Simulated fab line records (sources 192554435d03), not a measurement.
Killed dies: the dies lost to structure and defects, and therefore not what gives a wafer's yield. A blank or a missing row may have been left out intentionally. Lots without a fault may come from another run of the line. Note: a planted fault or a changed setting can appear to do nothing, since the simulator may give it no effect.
Split-lot experiment / flow n5_finfet / 39 wafers read across 7 lots, on a route 1938 steps long

## ABOUT THE SPLIT
At N5_BEOL_M10_DESCUM_16 (chemistry O2, time 7.9 s), the setting time_s was moved away from the recipe's 7.9 s on 18 of the 39 wafers read, by -47.3% to +34.7%. All remaining wafers had this setting at the recipe value.

The file shows no step between the split and the reading.

## THE READING
CAR-ArF_of_BEOL_M10_COAT_05.thk_nm (the simulator's own value, which no gauge read), in nm, at N5_BEOL_M10_ETCH_61 (etches SiARC in CF4, target depth 39 nm, time 65 s). The file gives no usual value for it. Here, 21 wafers ran the recipe; their average is 55.6 nm with a standard deviation of 0.37 nm.

wafer=L078.1; tool, chamber at the split=rie_diel-01, 3; time_s as run, s=7.9; against the recipe=recipe; CAR-ArF_of_BEOL_M10_COAT_05.thk_nm, nm=55.6; against lot-mates on the recipe=-
wafer=L078.3; tool, chamber at the split=rie_diel-01, 0; time_s as run, s=7.9; against the recipe=recipe; CAR-ArF_of_BEOL_M10_COAT_05.thk_nm, nm=55.6; against lot-mates on the recipe=-
wafer=L078.2; tool, chamber at the split=rie_diel-01, 1; time_s as run, s=9.787; against the recipe=+23.9%; CAR-ArF_of_BEOL_M10_COAT_05.thk_nm, nm=54.2; against lot-mates on the recipe=-1.3
wafer=L078.4; tool, chamber at the split=rie_diel-01, 3; time_s as run, s=9.787; against the recipe=+23.9%; CAR-ArF_of_BEOL_M10_COAT_05.thk_nm, nm=54.4; against lot-mates on the recipe=-1.1
wafer=L078.6; tool, chamber at the split=rie_diel-01, 0; time_s as run, s=9.787; against the recipe=+23.9%; CAR-ArF_of_BEOL_M10_COAT_05.thk_nm, nm=54.4; against lot-mates on the recipe=-1.1
wafer=L078.5; tool, chamber at the split=rie_diel-01, 1; time_s as run, s=7.9; against the recipe=recipe; CAR-ArF_of_BEOL_M10_COAT_05.thk_nm, nm=55.4; against lot-mates on the recipe=-
wafer=L076.1; tool, chamber at the split=rie_diel-01, 0,3; time_s as run, s=5.32; against the recipe=-32.7%; CAR-ArF_of_BEOL_M10_COAT_05.thk_nm, nm=57.2; against lot-mates on the recipe=+1.7
wafer=L076.3; tool, chamber at the split=rie_diel-01, 0,3; time_s as run, s=5.32; against the recipe=-32.7%; CAR-ArF_of_BEOL_M10_COAT_05.thk_nm, nm=57.2; against lot-mates on the recipe=+1.7
wafer=L076.2; tool, chamber at the split=rie_diel-01, 1; time_s as run, s=7.9; against the recipe=recipe; CAR-ArF_of_BEOL_M10_COAT_05.thk_nm, nm=55.4; against lot-mates on the recipe=-
wafer=L076.4; tool, chamber at the split=rie_diel-01, 2; time_s as run, s=7.9; against the recipe=recipe; CAR-ArF_of_BEOL_M10_COAT_05.thk_nm, nm=55.6; against lot-mates on the recipe=-
wafer=L076.5; tool, chamber at the split=rie_diel-01, 2; time_s as run, s=7.9; against the recipe=recipe; CAR-ArF_of_BEOL_M10_COAT_05.thk_nm, nm=55.6; against lot-mates on the recipe=-
wafer=L076.6; tool, chamber at the split=rie_diel-01, 1; time_s as run, s=5.32; against the recipe=-32.7%; CAR-ArF_of_BEOL_M10_COAT_05.thk_nm, nm=56.8; against lot-mates on the recipe=+1.3
wafer=L079.1; tool, chamber at the split=rie_diel-01, 0,3; time_s as run, s=7.9; against the recipe=recipe; CAR-ArF_of_BEOL_M10_COAT_05.thk_nm, nm=55.4; against lot-mates on the recipe=-
wafer=L079.2; tool, chamber at the split=rie_diel-01, 1; time_s as run, s=10.64; against the recipe=+34.7%; CAR-ArF_of_BEOL_M10_COAT_05.thk_nm, nm=53.4; against lot-mates on the recipe=-1.7
wafer=L079.3; tool, chamber at the split=rie_diel-01, 2; time_s as run, s=7.9; against the recipe=recipe; CAR-ArF_of_BEOL_M10_COAT_05.thk_nm, nm=55; against lot-mates on the recipe=-
wafer=L079.4; tool, chamber at the split=rie_diel-01, 0,3; time_s as run, s=7.9; against the recipe=recipe; CAR-ArF_of_BEOL_M10_COAT_05.thk_nm, nm=55; against lot-mates on the recipe=-
wafer=L079.5; tool, chamber at the split=rie_diel-01, 1; time_s as run, s=10.64; against the recipe=+34.7%; CAR-ArF_of_BEOL_M10_COAT_05.thk_nm, nm=53.6; against lot-mates on the recipe=-1.5
wafer=L079.6; tool, chamber at the split=rie_diel-01, 0; time_s as run, s=10.64; against the recipe=+34.7%; CAR-ArF_of_BEOL_M10_COAT_05.thk_nm, nm=54; against lot-mates on the recipe=-1.1
wafer=L081.3; tool, chamber at the split=rie_diel-04, 0,3; time_s as run, s=7.9; against the recipe=recipe; CAR-ArF_of_BEOL_M10_COAT_05.thk_nm, nm=55.2; against lot-mates on the recipe=-
wafer=L081.5; tool, chamber at the split=rie_diel-04, 0,3; time_s as run, s=7.9; against the recipe=recipe; CAR-ArF_of_BEOL_M10_COAT_05.thk_nm, nm=55.2; against lot-mates on the recipe=-
wafer=L081.4; tool, chamber at the split=rie_diel-04, 3; time_s as run, s=7.9; against the recipe=recipe; CAR-ArF_of_BEOL_M10_COAT_05.thk_nm, nm=55.6; against lot-mates on the recipe=-
wafer=L089.1; tool, chamber at the split=rie_diel-05, 3; time_s as run, s=10.09; against the recipe=+27.7%; CAR-ArF_of_BEOL_M10_COAT_05.thk_nm, nm=54; against lot-mates on the recipe=-1.6
wafer=L089.2; tool, chamber at the split=rie_diel-05, 2,3; time_s as run, s=10.09; against the recipe=+27.7%; CAR-ArF_of_BEOL_M10_COAT_05.thk_nm, nm=54.4; against lot-mates on the recipe=-1.2
wafer=L089.6; tool, chamber at the split=rie_diel-05, 2,3; time_s as run, s=10.09; against the recipe=+27.7%; CAR-ArF_of_BEOL_M10_COAT_05.thk_nm, nm=54.4; against lot-mates on the recipe=-1.2
wafer=L089.3; tool, chamber at the split=rie_diel-05, 0,1; time_s as run, s=7.9; against the recipe=recipe; CAR-ArF_of_BEOL_M10_COAT_05.thk_nm, nm=55.6; against lot-mates on the recipe=-
wafer=L089.4; tool, chamber at the split=rie_diel-05, 0,1; time_s as run, s=7.9; against the recipe=recipe; CAR-ArF_of_BEOL_M10_COAT_05.thk_nm, nm=55.6; against lot-mates on the recipe=-
wafer=L089.5; tool, chamber at the split=rie_diel-05, 2; time_s as run, s=7.9; against the recipe=recipe; CAR-ArF_of_BEOL_M10_COAT_05.thk_nm, nm=55.6; against lot-mates on the recipe=-
wafer=L095.1; tool, chamber at the split=rie_diel-05, 1,0; time_s as run, s=10.47; against the recipe=+32.5%; CAR-ArF_of_BEOL_M10_COAT_05.thk_nm, nm=54.4; against lot-mates on the recipe=-1.5
wafer=L095.2; tool, chamber at the split=rie_diel-05, 2; time_s as run, s=10.47; against the recipe=+32.5%; CAR-ArF_of_BEOL_M10_COAT_05.thk_nm, nm=54.6; against lot-mates on the recipe=-1.3
wafer=L095.3; tool, chamber at the split=rie_diel-05, 0; time_s as run, s=7.9; against the recipe=recipe; CAR-ArF_of_BEOL_M10_COAT_05.thk_nm, nm=56; against lot-mates on the recipe=-
wafer=L095.6; tool, chamber at the split=rie_diel-05, 3; time_s as run, s=7.9; against the recipe=recipe; CAR-ArF_of_BEOL_M10_COAT_05.thk_nm, nm=56; against lot-mates on the recipe=-
wafer=L095.4; tool, chamber at the split=rie_diel-05, 3; time_s as run, s=7.9; against the recipe=recipe; CAR-ArF_of_BEOL_M10_COAT_05.thk_nm, nm=55.6; against lot-mates on the recipe=-
wafer=L095.5; tool, chamber at the split=rie_diel-05, 1,0; time_s as run, s=10.47; against the recipe=+32.5%; CAR-ArF_of_BEOL_M10_COAT_05.thk_nm, nm=54.2; against lot-mates on the recipe=-1.7
wafer=L096.1; tool, chamber at the split=rie_diel-05, 2; time_s as run, s=7.9; against the recipe=recipe; CAR-ArF_of_BEOL_M10_COAT_05.thk_nm, nm=56.4; against lot-mates on the recipe=-
wafer=L096.5; tool, chamber at the split=rie_diel-05, 2; time_s as run, s=7.9; against the recipe=recipe; CAR-ArF_of_BEOL_M10_COAT_05.thk_nm, nm=56.4; against lot-mates on the recipe=-
wafer=L096.2; tool, chamber at the split=rie_diel-05, 0,1; time_s as run, s=4.162; against the recipe=-47.3%; CAR-ArF_of_BEOL_M10_COAT_05.thk_nm, nm=58.4; against lot-mates on the recipe=+2.1
wafer=L096.6; tool, chamber at the split=rie_diel-05, 0,1; time_s as run, s=4.162; against the recipe=-47.3%; CAR-ArF_of_BEOL_M10_COAT_05.thk_nm, nm=58.4; against lot-mates on the recipe=+2.1
wafer=L096.3; tool, chamber at the split=rie_diel-05, 3; time_s as run, s=7.9; against the recipe=recipe; CAR-ArF_of_BEOL_M10_COAT_05.thk_nm, nm=56; against lot-mates on the recipe=-
wafer=L096.4; tool, chamber at the split=rie_diel-05, 1; time_s as run, s=4.162; against the recipe=-47.3%; CAR-ArF_of_BEOL_M10_COAT_05.thk_nm, nm=58.2; against lot-mates on the recipe=+1.9
Where a row lists several chambers, the file gives one row for several wafers and doesn't say which wafer went through which chamber.

THE FIT
A straight line over all 39 wafers: CAR-ArF_of_BEOL_M10_COAT_05.thk_nm changes by -0.051 nm for each +1% of time_s; r = -0.96; the points scatter about the line by 0.35 nm.
The same after taking each lot's own level away (the mean of its wafers on the recipe; 39 wafers): -0.0451 nm for each +1%; r = -0.99; scatter 0.17 nm.
According to that fit, moving time_s by its largest amount changes the reading by 2.1 nm.
Across the lots, their own levels run from 55.13 to 56.27 nm, a range of 3.0 times the standard deviation given above.
So the lot-to-lot level changes the slope: the two fits differ.
Check: +2.13 nm against its lot-mates is what the line predicts for one of the wafers moved furthest among these (-47.3%) when that wafer is left out of the fit. It came out at +2.13 nm against them.

## FURTHER SPLITS ON THESE WAFERS
Note: prior to the reading, these wafers also went through further splits. Each is held against what the fit with the lots' levels taken away leaves over:
other split on the same wafers=N5_MOL_CONTACT_COAG_PRECLEAN_111 time_s; wafers away from the commonest value=12; r with CAR-ArF_of_BEOL_M10_COAT_05.thk_nm (lot level and that fit taken away)=-0.20
other split on the same wafers=N5_BEOL_M0_SAQP_ETCH_106 target_depth_a; wafers away from the commonest value=15; r with CAR-ArF_of_BEOL_M10_COAT_05.thk_nm (lot level and that fit taken away)=+0.00
other split on the same wafers=N5_BEOL_M5_CVD_47 target_thk_a; wafers away from the commonest value=12; r with CAR-ArF_of_BEOL_M10_COAT_05.thk_nm (lot level and that fit taken away)=-0.05
other split on the same wafers=N5_BEOL_M9_ETCH_66 time_s; wafers away from the commonest value=12; r with CAR-ArF_of_BEOL_M10_COAT_05.thk_nm (lot level and that fit taken away)=+0.07

## THE WHOLE CHAIN: every reading that the file lists as answering this split, in the file's order
step=N5_BEOL_M10_DESCUM_16; what it does=chemistry O2, time 7.9 s; reading=CAR-ArF_of_BEOL_M10_COAT_05.thk_nm (the simulator's own value, which no gauge read); change (the file's fit)=-0.0465 nm for each +1% of the setting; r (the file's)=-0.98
step=N5_BEOL_M10_ETCH_61; what it does=etches SiARC in CF4, target depth 39 nm, time 65 s; reading=CAR-ArF_of_BEOL_M10_COAT_05.thk_nm (the simulator's own value, which no gauge read); change (the file's fit)=-0.0452 nm for each +1% of the setting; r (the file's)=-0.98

## THE FILE'S OWN FIT
CAR-ArF_of_BEOL_M10_COAT_05.thk_nm changes by -0.0452 nm for each +1% of time_s, r = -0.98.
